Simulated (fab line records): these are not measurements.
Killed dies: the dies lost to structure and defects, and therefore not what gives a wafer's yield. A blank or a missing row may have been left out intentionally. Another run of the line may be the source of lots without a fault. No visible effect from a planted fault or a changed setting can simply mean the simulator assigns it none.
Matching of chambers | flow nandHarc | 4 sister chambers for NHARC_P_BONDPAD_ACTIVATE_29 on rieDiel-05
The step chemistry N2, time 60 s. 8 wafers are shown with their chamber, then 7 later ones without.

## EACH WAFER AND ITS CHAMBER
wafer  | chamber | rfVppV (V) | oesProductAu (a.u.)
L083.1 | 3       | 65.1       | 1.007
L085.4 | 2       | 64.6       | 1.006
L085.5 | 2       | 64.1       | 1.005
L090.1 | 1       | 66.4       | 1.004
L090.3 | 3       | 63.0       | 1.003
L090.6 | 0       | 65.5       | 1.009
L092.3 | 0       | 66.0       | 0.991
L092.4 | 1       | 63.8       | 1.002

## WAFERS WITHOUT THEIR CHAMBER
wafer  | rfVppV (V) | oesProductAu (a.u.)
L092.6 | 64.3       | 0.995
L096.1 | 62.3       | 1.006
L096.3 | 65.3       | 1.007
L096.6 | 64.1       | 1.004
L097.1 | 64.2       | 1.002
L097.2 | 64.5       | 0.989
L097.5 | 65.4       | 0.994

## WHICH CHAMBER EACH WENT THROUGH
wafer  | from the rows above               | in truth
L092.6 | can't be placed: 1 or 0 or 3 or 2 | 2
L096.1 | can't be placed: 3 or 2 or 1 or 0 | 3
L096.3 | can't be placed: 1 or 2 or 3 or 0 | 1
L096.6 | can't be placed: 3 or 2 or 1 or 0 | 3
L097.1 | can't be placed: 3 or 2 or 1 or 0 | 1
L097.2 | can't be placed: 0 or 1 or 3 or 2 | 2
L097.5 | can't be placed: 0 or 1 or 2 or 3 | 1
Correctly placed: 0 of 7. Cannot be placed on the basis of these rows: 7; the candidates contain the true chamber in 7. Wrongly placed: 0.
How it was worked out, from the rows above alone: a wafer's distance from a chamber is the root of the sum, over the readings, of the square of ((its reading less the chamber's mean) divided by the reading's scatter). The wafer belongs to the nearest chamber; if the next one is less than 2 further off, it can't be placed. A chamber's mean is the mean of its shown wafers. The scatter: the root of (the sum of the squares of (reading less its chamber's mean) over the shown wafers, divided by (wafers less chambers)).
